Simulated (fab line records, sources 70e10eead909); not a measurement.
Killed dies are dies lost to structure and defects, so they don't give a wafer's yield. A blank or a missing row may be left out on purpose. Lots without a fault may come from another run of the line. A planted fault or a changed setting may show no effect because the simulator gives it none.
Chamber matching | flow nand_harc | NHARC_P_M2_DESCUM_14 on rie_diel-02: 4 sister chambers
The step chemistry O2, time 3 s. 4 wafers are shown with their chamber, then 10 later ones without.

WAFERS WITH THEIR CHAMBER
wafer  | chamber | drypump_motor_current_A (A)
L918.4 | 2       | 6.1
L918.5 | 3       | 6.3
L920.1 | 0       | 6.8
L920.2 | 1       | 5.7

WAFERS WITHOUT THEIR CHAMBER
wafer  | drypump_motor_current_A (A)
L920.5 | 6.1
L924.1 | 6.0
L924.3 | 6.8
L924.4 | 6.8
L922.1 | 6.4
L922.2 | 6.8
L922.4 | 6.4
L933.2 | 6.4
L933.4 | 6.8
L933.6 | 5.7

WHICH CHAMBER EACH WENT THROUGH
wafer  | from the rows above | in truth
L920.5 | 2                   | 2
L924.1 | 2                   | 2
L924.3 | 0                   | 0
L924.4 | 0                   | 0
L922.1 | 3                   | 3
L922.2 | 0                   | 0
L922.4 | 3                   | 3
L933.2 | 3                   | 3
L933.4 | 0                   | 0
L933.6 | 1                   | 1
Placed correctly: 10 of 10. Can't be placed from these rows: 0. Placed wrongly: 0.
How it was worked out, from the rows above alone: a wafer's distance from a chamber is the root of the sum, over the readings, of the square of ((its reading less the chamber's mean) divided by the reading's scatter). The wafer belongs to the nearest chamber; if the next one is less than 2 further off, it can't be placed. A chamber's mean is the mean of its shown wafers. The scatter: with one shown wafer a chamber, the root of the mean of the squares of how far each hidden wafer lies from its nearest shown one.
